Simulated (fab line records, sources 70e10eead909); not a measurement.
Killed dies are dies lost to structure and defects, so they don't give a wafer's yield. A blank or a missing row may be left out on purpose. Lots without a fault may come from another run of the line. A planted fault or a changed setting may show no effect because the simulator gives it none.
Chamber matching | flow nand_harc | NHARC_P_GATE_ALD_36 on ald_sin-04: 4 sister chambers
The step deposits SiNx, target thk 20 nm, pulse time 60 s, ald cycles 223. 8 wafers are shown with their chamber, then 12 later ones without.

WAFERS WITH THEIR CHAMBER
wafer  | chamber | heater_power_w (W) | precursor_pulse_height_rel
L083.6 | 1       | 809                | 0.988
L085.5 | 0       | 946                | 0.985
L088.3 | 1       | 836                | 0.977
L088.4 | 2       | 867                | 0.987
L088.1 | 3       | 894                | 1.000
L092.1 | 2       | 872                | 1.036
L092.3 | 3       | 888                | 1.016
L092.2 | 0       | 880                | 0.994

WAFERS WITHOUT THEIR CHAMBER
wafer  | heater_power_w (W) | precursor_pulse_height_rel
L092.5 | 876                | 1.013
L092.6 | 866                | 0.969
L092.4 | 854                | 0.970
L095.4 | 935                | 1.017
L095.1 | 876                | 0.988
L095.3 | 833                | 0.989
L095.2 | 866                | 0.982
L095.5 | 903                | 1.010
L095.6 | 875                | 0.999
L097.1 | 825                | 0.977
L097.2 | 886                | 1.018
L097.4 | 877                | 0.991

WHICH CHAMBER EACH WENT THROUGH
wafer  | from the rows above               | in truth
L092.5 | can't be placed: 2 or 3 or 0      | 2
L092.6 | can't be placed: 1 or 0 or 2 or 3 | 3
L092.4 | can't be placed: 1 or 2 or 3 or 0 | 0
L095.4 | can't be placed: 0 or 3 or 2      | 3
L095.1 | can't be placed: 3 or 2 or 0 or 1 | 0
L095.3 | can't be placed: 1 or 2 or 3      | 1
L095.2 | can't be placed: 2 or 3 or 1 or 0 | 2
L095.5 | can't be placed: 3 or 0 or 2      | 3
L095.6 | can't be placed: 2 or 3 or 0 or 1 | 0
L097.1 | 1                                 | 1
L097.2 | can't be placed: 3 or 2 or 0      | 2
L097.4 | can't be placed: 3 or 2 or 0 or 1 | 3
Placed correctly: 1 of 12. Can't be placed from these rows: 11 (the true chamber is among the candidates in 11). Placed wrongly: 0.
How it was worked out, from the rows above alone: a wafer's distance from a chamber is the root of the sum, over the readings, of the square of ((its reading less the chamber's mean) divided by the reading's scatter). The wafer belongs to the nearest chamber; if the next one is less than 2 further off, it can't be placed. A chamber's mean is the mean of its shown wafers. The scatter: the root of (the sum of the squares of (reading less its chamber's mean) over the shown wafers, divided by (wafers less chambers)).
